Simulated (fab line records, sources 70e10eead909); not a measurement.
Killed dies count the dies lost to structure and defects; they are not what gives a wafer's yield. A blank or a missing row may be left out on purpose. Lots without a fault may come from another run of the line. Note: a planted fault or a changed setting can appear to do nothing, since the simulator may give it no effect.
Chamber matching | flow nand_harc | 3 sister chambers for NHARC_A_SLIT_DEP_25 on pecvd-02
The step deposits SiO2, target thk 200 nm. 16 wafers are shown with their chamber, then 8 later ones without.

== WAFERS PAIRED WITH THEIR CHAMBERS ==
wafer  | chamber | throttle_valve_pct (%) | heater_power_w (W)
L074.1 | 2       | 16.5                   | 556
L074.4 | 0       | 17.3                   | 694
L074.6 | 1       | 16.0                   | 538
L081.1 | 1       | 15.8                   | 620
L081.4 | 2       | 15.6                   | 556
L081.6 | 0       | 16.2                   | 582
L082.2 | 0       | 16.4                   | 685
L082.4 | 2       | 15.8                   | 512
L082.6 | 1       | 15.8                   | 615
L085.1 | 1       | 15.7                   | 540
L085.5 | 1       | 15.7                   | 533
L085.6 | 2       | 15.6                   | 638
L084.2 | 1       | 15.8                   | 500
L084.4 | 1       | 15.4                   | 516
L084.5 | 0       | 16.1                   | 710
L086.1 | 0       | 16.2                   | 583

SIGNATURES (means of the wafers above)
reading            | chamber 0 | chamber 1 | chamber 2 | scatter within a chamber
throttle_valve_pct | 16.440    | 15.743    | 15.875    | 0.363
heater_power_w     | 650.80    | 551.71    | 565.50    | 53.7
Rule: for a wafer and a chamber, the distance is found by dividing, reading by reading, the gap between the wafer's reading and the chamber's mean by the reading's scatter, squaring, summing and taking the root. The wafer belongs to the nearest chamber; if the next one is less than 2 further off, it can't be placed. The scatter is the square root of a quotient: the sum, over the shown wafers, of each reading's squared deviation from its chamber's mean, divided by wafers minus chambers.

== WAFERS WITH NO CHAMBER GIVEN ==
wafer  | throttle_valve_pct (%) | heater_power_w (W)
L086.2 | 15.7                   | 493
L086.4 | 15.6                   | 620
L092.1 | 15.7                   | 529
L092.4 | 15.9                   | 555
L092.6 | 15.7                   | 588
L097.1 | 16.4                   | 621
L097.4 | 16.3                   | 632
L097.6 | 15.7                   | 658

== EACH ONE'S CHAMBER ==
wafer  | from the rows above          | in truth
L086.2 | can't be placed: 1 or 2      | 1
L086.4 | can't be placed: 2 or 1 or 0 | 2
L092.1 | can't be placed: 1 or 2      | 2
L092.4 | can't be placed: 2 or 1      | 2
L092.6 | can't be placed: 2 or 1 or 0 | 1
L097.1 | can't be placed: 0 or 2 or 1 | 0
L097.4 | can't be placed: 0 or 2 or 1 | 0
L097.6 | can't be placed: 2 or 1 or 0 | 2
Placed correctly: 0 of 8. Cannot be placed on the basis of these rows: 8; the candidates contain the true chamber in 8. 0 placed wrongly.
